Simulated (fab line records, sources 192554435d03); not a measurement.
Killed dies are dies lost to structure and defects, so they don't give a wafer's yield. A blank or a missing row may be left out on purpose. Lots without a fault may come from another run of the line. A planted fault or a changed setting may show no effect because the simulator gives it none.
fab line records | flow n5_finfet | part 1 of 2: steps 1 to 21 of 29
record lots=5 wafers=15 last_day=18
route steps=1938 shown MOL_CONTACT_COAG@557
lots that met no fault: from a run of the same line without faults
start_h: hours from the record's first day to the start of the lot's first wafer shown | wait_h: hours since the lot's step before | " the same as in the row above | L1.1+2: a row that stands for several wafers | - no value, or no start given | * or withheld: withheld | < > ~ a bound
route shown NAME@n: a module of which the file shows steps, and the number in the route of the first | usual: mean/standard deviation of fault-free wafers | same: alike in all rows | chamber/n: place in a boat | sites: the reading at each site | _std_site: their standard deviation | _edge_site: outer sites' mean less inner sites' | radius_mm: how far each site lies from the wafer's centre | mask NAME#n: copy n | behind: the tool/chamber that last shaped the wafer | hold: why the lot was held/for how many hours/how that ended | device: the transistor (n, p or np) that didn't switch | end of line: the same wafers' tests at the end of the route | a step without rows: its recipe alone | killed: dies lost to structure and defects at the first sort, not the wafer's yield | map: a wafer's dies, x killed, . not, _ none there
set.NAME: the setting as run; set.NAME@STEP: as run at that earlier step | model.NAME: the simulator's own value behind a step, which no gauge read
lots at some steps of the route; a table a step, a row a wafer
services: from which hour (start_h, from the record's first day; less than 0 if before it) a tool's chamber was out of use, for how many hours, and why
## steps
# step N5_MOL_CONTACT_COAG_WET_ETCH_26
# recipe target=Co target_depth_nm=13
# columns lot.wafer tool chamber start_h wait_h
L076.1+4+6 wet_bench-01 4,0,1 108.22 0.0
L081.1+3+5 wet_bench-02 4,5,3 133.88 0.0
L086.1+3+6 wet_bench-03 2,0,1 169.32 0.0
L087.1+2+6 wet_bench-01 6,3,4 174.45 0.0
L094.1+2+6 wet_bench-03 1,4,5 217.48 0.0
# step N5_MOL_CONTACT_COAG_WET_ETCH_116
# recipe chemistry=SC1-inhibited target_depth_nm=4.6 dry=ipa_marangoni rinse_time_s=30 rinse_temp_c=23
# same rinse_time_s=30
# columns lot.wafer tool chamber start_h wait_h
L076.1+4+6 wet_bench-01 4,0,1 108.37 0.0
L081.1+3+5 wet_bench-02 4,5,3 134.03 0.0
L086.1+3+6 wet_bench-03 2,0,1 169.47 0.0
L087.1+2+6 wet_bench-01 6,3,4 174.60 0.0
L094.1+2+6 wet_bench-03 1,4,5 217.63 0.0
# step N5_MOL_CONTACT_COAG_ALD_27
# recipe material=SiOC target_thk_a=170 temp_c=400 ald_precursor_family=carbosiloxane ald_co_reactant=H2-plasma pulse_time_s=1.5 time_s=2720 purge_time_s=2 co_reactant_purge_time_s=2 ald_cycles=340 pressure_torr=2
# usual chamber_pressure_Torr=2.000/0.0042 heater_power_w=820/59 precursor_pulse_height_rel=0.998/0.02
# columns lot.wafer tool chamber start_h wait_h chamber_pressure_Torr heater_power_w precursor_pulse_height_rel
L076.1 ald_sin-01 3 108.69 0.0 1.999 854 1.005
L076.4 " 0 " " 2.001 791 0.980
L076.6 " 0 " " 2.006 774 1.056
L081.1 ald_sin-04 3 134.35 0.0 1.996 752 1.009
L081.3 " 1 " " 2.003 793 0.999
L081.5 " 2 " " 2.010 847 0.997
L086.1 ald_sin-01 3 169.79 0.0 1.998 820 0.999
L086.3 " 2 " " 1.991 874 0.988
L086.6 " 0 " " 1.998 781 0.993
L087.1 ald_sin-01 1 174.92 0.0 2.001 766 0.968
L087.2 " 3 " " 2.001 815 1.003
L087.6 " 1 " " 2.003 765 0.957
L094.1 ald_sin-04 1 217.95 0.0 1.999 784 1.005
L094.2 " 0 " " 2.003 849 1.009
L094.6 " 0 " " 1.997 879 0.984
# step N5_MOL_CONTACT_COAG_CMP_28
# recipe stop_on=SiNx t_overpolish_s=0.85 post_cmp_clean=alkaline_brush down_force_psi=4.15 platen_rpm=51.8 pad_velocity_m_s=1.0307 target_thk_nm=14.522
# usual motor_current_A=12.2/1.1 time_to_endpoint_s=4.5/2.4
# columns lot.wafer tool chamber start_h wait_h motor_current_A time_to_endpoint_s
L076.4 cmp-03 0 110.30 0.8 10.8 3.6
L076.1 " 2 " " 13.1 4.4
L076.6 " 0 " " 10.4 4.9
L081.1 cmp-02 2 136.19 1.1 13.2 5.5
L081.3 " 3 " " 12.0 5.0
L081.5 " 1 " " 12.4 7.9
L086.3 cmp-02 0 171.36 0.8 13.7 5.0
L086.1 " 2 " " 13.8 4.5
L086.6 " 0 " " 13.4 2.1
L087.1 cmp-03 3 176.53 0.8 11.8 7.2
L087.2 " 0 " " 11.1 1.2
L087.6 " 3 " " 12.0 5.0
L094.2 cmp-02 0 219.52 0.8 14.1 0.0
L094.1 " 3 " " 12.3 2.1
L094.6 " 0 " " 14.3 0.0
# step N5_MOL_CONTACT_COAG_THK_MEAS_29
# recipe reads=SiNx_of_GATE_CUT_PECVD_57+SiNx_of_GATE_CUT_SAC_CAP_01
# usual MD_CAP_THK=17.91/0.089
# columns lot.wafer tool chamber start_h wait_h MD_CAP_THK[nm]
L076.1 film_metro-02 - 110.55 - 17.85
L076.4 " - " " 17.89
L076.6 " - " " 17.97
L081.1 film_metro-02 - 136.41 - 17.97
L081.3 " - " " 17.86
L081.5 " - " " 17.89
L086.1 film_metro-01 - 171.66 - 17.80
L086.3 " - " " 17.93
L086.6 " - " " 17.91
L087.1 film_metro-02 - 176.78 - 17.97
L087.2 " - " " 17.83
L087.6 " - " " 18.01
L094.1 film_metro-01 - 219.81 - 17.85
L094.2 " - " " 17.82
L094.6 " - " " 17.91
# step N5_MOL_CONTACT_COAG_ALD_123
# recipe material=SiNx target_thk_a=50 temp_c=400 ald_precursor_family=SiH2I2 ald_co_reactant=N2/H2-plasma pulse_time_s=1 purge_time_s=2 co_reactant_purge_time_s=2 ald_cycles=100 pressure_torr=2
# usual chamber_pressure_Torr=2.001/0.0048 heater_power_w=828/61 precursor_pulse_height_rel=0.998/0.02
# columns lot.wafer tool chamber start_h wait_h chamber_pressure_Torr heater_power_w precursor_pulse_height_rel
L076.1 ald_sin-03 3 110.59 0.0 1.998 931 1.005
L076.4 " 2 " " 2.005 943 0.981
L076.6 " 3 " " 2.008 906 1.012
L081.1 ald_sin-01 2 136.45 0.0 2.011 837 1.002
L081.3 " 3 " " 2.002 842 1.000
L081.5 " 0 " " 1.996 787 1.020
L086.1 ald_sin-03 1 171.69 0.0 2.008 881 1.006
L086.3 " 0 " " 2.011 736 0.980
L086.6 " 1 " " 2.002 856 1.045
L087.1 ald_sin-01 3 176.93 0.1 1.999 839 1.007
L087.2 " 1 " " 1.996 811 0.999
L087.6 " 1 " " 2.005 807 1.019
L094.1 ald_sin-04 0 220.72 0.9 2.006 862 1.003
L094.2 " 2 " " 2.005 851 0.963
L094.6 " 2 " " 1.992 817 1.005
# step N5_MOL_CONTACT_COAG_PECVD_31
# recipe material=SiO2 target_thk_a=460 temp_c=400 precursor=TEOS/O2 pressure_torr=6.5 rf_w=withheld teos_flow_sccm=withheld gas=O2 flow_sccm=2650 time_s=8.9
# usual chamber_pressure_Torr=6.500/0.014
# columns lot.wafer tool chamber start_h wait_h chamber_pressure_Torr
L076.1 pecvd-04 2 111.09 0.3 6.516
L076.4 " 1 " " 6.483
L076.6 " 2 " " 6.516
L081.1 pecvd-01 2 136.95 0.3 6.505
L081.3 " 0 " " 6.474
L081.5 " 1 " " 6.521
L086.1 pecvd-02 2 172.20 0.3 6.513
L086.3 " 0 " " 6.479
L086.6 " 2 " " 6.523
L087.1 pecvd-04 2 177.44 0.3 6.502
L087.2 " 0 " " 6.513
L087.6 " 1 " " 6.511
L094.1 pecvd-01 0 221.23 0.3 6.505
L094.2 " 1 " " 6.521
L094.6 " 0 " " 6.522
# step N5_MOL_CONTACT_COAG_COAT_75
# recipe resist=SOC temp_c=250 time_s=60 spin_rpm=1500 resist_thk_nm=60
# usual resist_line_temp_C=22.98/0.1
# columns lot.wafer tool chamber start_h wait_h resist_line_temp_C
L076.1 litho_track-05 0 111.15 0.0 23.04
L076.4 " 0 " " 22.92
L076.6 " 0 " " 22.83
L081.1 litho_track-01 0 137.01 0.0 22.91
L081.3 " 0 " " 23.04
L081.5 " 0 " " 23.02
L086.1 litho_track-03 0 172.25 0.0 22.93
L086.3 " 0 " " 22.99
L086.6 " 0 " " 22.92
L087.1 litho_track-03 0 177.49 0.0 23.05
L087.2 " 0 " " 23.00
L087.6 " 0 " " 23.03
L094.1 litho_track-05 0 222.92 1.7 22.96
L094.2 " 0 " " 22.91
L094.6 " 0 " " 22.80
# step N5_MOL_CONTACT_COAG_COAT_76
# recipe resist=SiARC temp_c=220 time_s=60 spin_rpm=1500 resist_thk_nm=10
# usual resist_line_temp_C=23.02/0.12
# columns lot.wafer tool chamber start_h wait_h resist_line_temp_C
L076.1 litho_track-05 0 - - 22.82
L076.4 " 0 " " 23.01
L076.6 " 0 " " 22.95
L081.1 litho_track-01 0 - - 22.97
L081.3 " 0 " " 23.07
L081.5 " 0 " " 23.23
L086.1 litho_track-03 0 - - 22.94
L086.3 " 0 " " 23.02
L086.6 " 0 " " 22.83
L087.1 litho_track-03 0 - - 23.00
L087.2 " 0 " " 23.10
L087.6 " 0 " " 23.01
L094.1 litho_track-05 0 - - 22.96
L094.2 " 0 " " 23.02
L094.6 " 0 " " 22.95
# step N5_MOL_CONTACT_COAG_COAT_77
# recipe resist=underlayer temp_c=205 time_s=60 spin_rpm=1500 resist_thk_nm=10
# usual resist_line_temp_C=22.97/0.11
# columns lot.wafer tool chamber start_h wait_h resist_line_temp_C
L076.1 litho_track-05 0 - - 23.05
L076.4 " 0 " " 23.02
L076.6 " 0 " " 23.25
L081.1 litho_track-01 0 - - 23.02
L081.3 " 0 " " 23.08
L081.5 " 0 " " 22.89
L086.1 litho_track-03 0 - - 22.99
L086.3 " 0 " " 23.01
L086.6 " 0 " " 22.90
L087.1 litho_track-03 0 - - 22.85
L087.2 " 0 " " 22.81
L087.6 " 0 " " 22.94
L094.1 litho_track-05 0 - - 22.85
L094.2 " 0 " " 22.78
L094.6 " 0 " " 22.90
# step N5_MOL_CONTACT_COAG_COAT_78
# recipe resist=CAR-EUV spin_rpm=1500 resist_thk_nm=40
# usual resist_line_temp_C=22.98/0.11
# columns lot.wafer tool chamber start_h wait_h resist_line_temp_C
L076.1 litho_track-05 0 - - 23.09
L076.4 " 0 " " 23.20
L076.6 " 0 " " 23.10
L081.1 litho_track-01 0 - - 22.91
L081.3 " 0 " " 23.05
L081.5 " 0 " " 22.89
L086.1 litho_track-03 0 - - 23.14
L086.3 " 0 " " 22.98
L086.6 " 0 " " 23.10
L087.1 litho_track-03 0 - - 22.99
L087.2 " 0 " " 22.99
L087.6 " 0 " " 23.07
L094.1 litho_track-05 0 - - 22.97
L094.2 " 0 " " 22.99
L094.6 " 0 " " 22.99
# step N5_MOL_CONTACT_COAG_EBR_80
# recipe solvent=PGMEA ebr_width_mm=1.5
# usual resist_line_temp_C=22.97/0.12
# columns lot.wafer tool chamber start_h wait_h resist_line_temp_C
L076.1 litho_track-05 0 - - 22.82
L076.4 " 0 " " 22.89
L076.6 " 0 " " 22.52
L081.1 litho_track-01 0 - - 22.78
L081.3 " 0 " " 22.97
L081.5 " 0 " " 22.89
L086.1 litho_track-03 0 - - 22.80
L086.3 " 0 " " 22.98
L086.6 " 0 " " 22.84
L087.1 litho_track-03 0 - - 22.94
L087.2 " 0 " " 22.97
L087.6 " 0 " " 22.96
L094.1 litho_track-05 0 - - 22.89
L094.2 " 0 " " 22.80
L094.6 " 0 " " 23.05
# step N5_MOL_CONTACT_COAG_SOFTBAKE_79
# recipe temp_c=110 time_s=60 resist=CAR-EUV
# usual resist_line_temp_C=22.99/0.11
# columns lot.wafer tool chamber start_h wait_h resist_line_temp_C
L076.1 litho_track-05 0 - - 23.16
L076.4 " 0 " " 23.08
L076.6 " 0 " " 23.10
L081.1 litho_track-01 0 - - 23.14
L081.3 " 0 " " 23.16
L081.5 " 0 " " 23.09
L086.1 litho_track-03 0 - - 22.93
L086.3 " 0 " " 23.11
L086.6 " 0 " " 23.03
L087.1 litho_track-03 0 - - 23.14
L087.2 " 0 " " 23.10
L087.6 " 0 " " 23.08
L094.1 litho_track-05 0 - - 23.16
L094.2 " 0 " " 22.93
L094.6 " 0 " " 23.01
# step N5_MOL_CONTACT_COAG_EXPOSE_81
# recipe mask_id=VG na=0.33 source_shape=annular sigma_inner=0.3 sigma_outer=0.7 polarization=unpolarized defocus_nm=0 dose_mj=59.5
# same sigma_inner=0.3
# columns lot.wafer tool chamber start_h wait_h mask
L076.1+4+6 euv_scanner-01 0 111.41 - VG#0
L081.1+3+5 euv_scanner-02 0 137.14 - VG#0
L086.1+3+6 euv_scanner-02 0 172.39 - VG#0
L087.1+2+6 euv_scanner-01 0 177.76 - VG#0
L094.1+2+6 euv_scanner-01 0 223.61 - VG#0
# step N5_MOL_CONTACT_COAG_PEB_82
# recipe peb_temp_c=100 peb_time_s=60 resist=CAR-EUV
# usual resist_line_temp_C=22.99/0.11
# columns lot.wafer tool chamber start_h wait_h resist_line_temp_C
L076.1 litho_track-03 0 111.49 0.1 23.12
L076.4 " 0 " " 23.20
L076.6 " 0 " " 23.16
L081.1 litho_track-05 0 137.22 0.1 22.87
L081.3 " 0 " " 22.91
L081.5 " 0 " " 22.95
L086.1 litho_track-01 0 172.47 0.1 22.97
L086.3 " 0 " " 22.99
L086.6 " 0 " " 22.96
L087.1 litho_track-01 0 177.83 0.1 22.95
L087.2 " 0 " " 22.91
L087.6 " 0 " " 23.00
L094.1 litho_track-03 0 223.69 0.1 22.95
L094.2 " 0 " " 22.97
L094.6 " 0 " " 23.02
# step N5_MOL_CONTACT_COAG_DEVELOP_83
# recipe develop_time_s=30 developer=TMAH resist=CAR-EUV rinse_liquid=surfactant_rinse dry=air_spin dev_temp_c=23
# usual resist_line_temp_C=22.99/0.13
# columns lot.wafer tool chamber start_h wait_h resist_line_temp_C
L076.1 litho_track-03 0 - - 23.08
L076.4 " 0 " " 23.02
L076.6 " 0 " " 23.07
L081.1 litho_track-05 0 - - 22.99
L081.3 " 0 " " 22.91
L081.5 " 0 " " 22.88
L086.1 litho_track-01 0 - - 23.14
L086.3 " 0 " " 23.02
L086.6 " 0 " " 23.05
L087.1 litho_track-01 0 - - 22.94
L087.2 " 0 " " 23.11
L087.6 " 0 " " 23.14
L094.1 litho_track-03 0 - - 23.00
L094.2 " 0 " " 22.95
L094.6 " 0 " " 23.02
# step N5_MOL_CONTACT_COAG_CD_MEAS_84
# recipe target_cd_nm=25.1 landing_energy_ev=500 detector=se_inlens polarity=opening
# usual cd_nm=25.17/0.21
# columns lot.wafer tool chamber start_h wait_h cd_nm
L076.1 cd_sem-03 0 111.55 - 25.14
L076.4 " 0 " " 24.91
L076.6 " 0 " " 25.33
L081.1 cd_sem-03 0 137.29 - 24.87
L081.3 " 0 " " 25.00
L081.5 " 0 " " 25.16
L086.1 cd_sem-01 0 172.53 - 25.35
L086.3 " 0 " " 25.14
L086.6 " 0 " " 24.85
L087.1 cd_sem-01 0 177.90 - 25.01
L087.2 " 0 " " 25.36
L087.6 " 0 " " 25.06
L094.1 cd_sem-01 0 223.76 - 25.40
L094.2 " 0 " " 25.56
L094.6 " 0 " " 25.30
# step N5_MOL_CONTACT_COAG_OVL_MEAS_85
# recipe points_per_wafer=522
# usual VG_OVL=0.0/0.69
# columns lot.wafer tool chamber start_h wait_h VG_OVL[nm]
L076.1 overlay-02 0 111.59 0.0 0.8
L076.4 " 0 " " 0.9
L076.6 " 0 " " 0.1
L081.1 overlay-02 0 137.32 0.0 0.5
L081.3 " 0 " " 0.2
L081.5 " 0 " " 0.0
L086.1 overlay-02 0 172.56 0.0 0.3
L086.3 " 0 " " 0.2
L086.6 " 0 " " -0.4
L087.1 overlay-02 0 177.93 0.0 -0.2
L087.2 " 0 " " -0.3
L087.6 " 0 " " 1.1
L094.1 overlay-01 0 223.79 0.0 1.1
L094.2 " 0 " " 0.7
L094.6 " 0 " " 0.9
# step N5_MOL_CONTACT_COAG_INSPECT_57
# recipe mode=adi inspect_instrument=brightfield
# usual raw_defect_count=199/54
# columns lot.wafer tool chamber start_h wait_h raw_defect_count
L076.1 defect_inspect-01 - 111.64 0.1 126
L076.4 " - " " 202
L076.6 " - " " 220
L081.1 defect_inspect-01 - 137.37 0.1 175
L081.3 " - " " 171
L081.5 " - " " 201
L086.1 defect_inspect-02 - 172.62 0.1 177
L086.3 " - " " 125
L086.6 " - " " 130
L087.1 defect_inspect-02 - 177.99 0.1 375
L087.2 " - " " 320
L087.6 " - " " 188
L094.1 defect_inspect-02 - 223.85 0.1 160
L094.2 " - " " 235
L094.6 " - " " 203
# step N5_MOL_CONTACT_COAG_DESCUM_88
# recipe chemistry=O2 time_s=7 source_power_w=50 bias_power_w=20 pressure_mtorr=20 rf_frequency_hz=2.712e+07 temp_c=40 resist=CAR-EUV o2_flow_sccm=225
# usual drypump_motor_current_A=5.7/0.41 oes_product_au=0.82/0.094 rf_vpp_V=243.2/1.7 showerhead_plenum_p_Torr=2.10/0.096 throttle_valve_pct=20.44/0.23
# columns lot.wafer tool chamber start_h wait_h drypump_motor_current_A oes_product_au rf_hours_counter_h rf_vpp_V showerhead_plenum_p_Torr throttle_valve_pct
L076.1 rie_diel-01 2 111.68 0.0 5.1 0.68 252 242.9 2.04 20.38
L076.4 " 3 " " 6.4 0.95 - 244.5 2.25 20.64
L076.6 " 2 " " 5.1 0.68 - 240.9 2.04 20.38
L081.1 rie_diel-01 3 137.62 0.2 6.5 0.92 16 246.6 2.24 20.66
L081.3 " 1 " " 5.9 0.91 43 242.5 2.07 20.38
L081.5 " 1 " " 5.9 0.91 - 242.4 2.07 20.38
L086.1 rie_diel-05 2 172.66 0.0 5.6 0.85 51 247.0 2.23 20.42
L086.3 " 0 " " 5.5 0.78 115 239.2 1.94 20.82
L086.6 " 1 " " 5.5 0.94 - 242.9 2.05 20.20
L087.1 rie_diel-01 1 178.02 0.0 5.8 0.88 58 242.4 2.06 20.38
L087.2 " 0 " " 5.6 0.90 22 244.2 2.03 20.24
L087.6 " 0 " " 5.6 0.90 - 242.6 2.03 20.27
L094.1 rie_diel-03 0 223.88 0.0 5.6 0.93 14 244.7 2.22 20.04
L094.2 " 3 " " 6.4 0.71 204 242.7 2.09 20.38
L094.6 " 1 " " 5.5 0.86 - 243.4 2.20 20.43
# step N5_MOL_CONTACT_COAG_ETCH_89
# recipe chemistry=N2/H2 target=underlayer target_depth_a=130 mask_material=CAR-EUV time_s=10.4 ion_energy_ev=200 pressure_mtorr=30 source_w=840 bias_w=150 n2_flow_sccm=200 h2_flow_sccm=200 ends=cleared
# usual drypump_motor_current_A=5.7/0.41 etch_rf_on_time_s=10.3/0.3 h2_flow_sccm=200.1/0.61 oes_product_au=0.71/0.083 rf_vpp_V=524/3.2 showerhead_plenum_p_Torr=2.56/0.12 throttle_valve_pct=17.84/0.26
# columns lot.wafer tool chamber start_h wait_h drypump_motor_current_A etch_rf_on_time_s h2_flow_sccm oes_product_au rf_hours_counter_h rf_vpp_V showerhead_plenum_p_Torr throttle_valve_pct
L076.1 rie_diel-01 2 111.71 0.0 5.1 10.3 200.9 0.58 252 522 2.48 17.74
L076.4 " 3 " " 6.5 10.0 200.5 0.83 - 529 2.71 17.83
L076.6 " 2 " " 5.1 10.4 200.4 0.59 - 524 2.48 17.74
L081.1 rie_diel-01 3 137.66 0.0 6.5 10.0 200.2 0.81 16 529 2.70 17.84
L081.3 " 1 " " 5.8 10.0 201.4 0.78 43 521 2.50 17.85
L081.5 " 1 " " 5.8 10.0 201.0 0.78 - 522 2.50 17.83
L086.1 rie_diel-05 2 172.69 0.0 5.6 10.5 200.3 0.73 51 528 2.67 17.64
L086.3 " 0 " " 5.6 10.6 200.7 0.66 115 519 2.37 18.25
L086.6 " 1 " " 5.6 10.7 200.6 0.80 - 523 2.50 17.75
L087.1 rie_diel-01 1 178.06 0.0 5.8 9.9 199.7 0.78 58 523 2.50 17.87
L087.2 " 0 " " 5.7 10.5 199.5 0.75 22 522 2.49 17.79
L087.6 " 0 " " 5.7 10.5 199.6 0.76 - 522 2.50 17.81
L094.1 rie_diel-03 0 223.91 0.0 5.7 10.2 200.5 0.80 14 528 2.71 17.55
L094.2 " 3 " " 6.4 10.2 200.6 0.60 204 523 2.50 17.55
L094.6 " 1 " " 5.5 10.0 200.1 0.73 - 528 2.71 18.02
